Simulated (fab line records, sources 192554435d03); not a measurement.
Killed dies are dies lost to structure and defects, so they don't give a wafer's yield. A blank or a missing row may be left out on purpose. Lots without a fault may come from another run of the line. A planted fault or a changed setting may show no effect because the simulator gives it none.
Chamber matching | flow n5_finfet | N5_WELL_APT_DESCUM_13 on rie_diel-06: 4 sister chambers
The step chemistry O2, time 7.9 s. 4 wafers are shown with their chamber, then 7 later ones without.

WAFERS WITH THEIR CHAMBER
wafer  | chamber | throttle_valve_pct (%)
L077.2 | 0       | 20.20
L084.3 | 3       | 20.50
L085.4 | 2       | 20.73
L085.5 | 1       | 20.97

WAFERS WITHOUT THEIR CHAMBER
wafer  | throttle_valve_pct (%)
L085.6 | 20.20
L096.1 | 21.01
L096.2 | 20.38
L096.5 | 20.26
L097.1 | 20.24
L097.2 | 20.38
L097.4 | 20.55

WHICH CHAMBER EACH WENT THROUGH
wafer  | from the rows above     | in truth
L085.6 | 0                       | 0
L096.1 | 1                       | 1
L096.2 | can't be placed: 3 or 0 | 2
L096.5 | 0                       | 0
L097.1 | 0                       | 0
L097.2 | can't be placed: 3 or 0 | 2
L097.4 | can't be placed: 3 or 2 | 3
Placed correctly: 4 of 7. Can't be placed from these rows: 3 (the true chamber is among the candidates in 1). Placed wrongly: 0.
How it was worked out, from the rows above alone: a wafer's distance from a chamber is the root of the sum, over the readings, of the square of ((its reading less the chamber's mean) divided by the reading's scatter). The wafer belongs to the nearest chamber; if the next one is less than 2 further off, it can't be placed. A chamber's mean is the mean of its shown wafers. The scatter: with one shown wafer a chamber, the root of the mean of the squares of how far each hidden wafer lies from its nearest shown one.
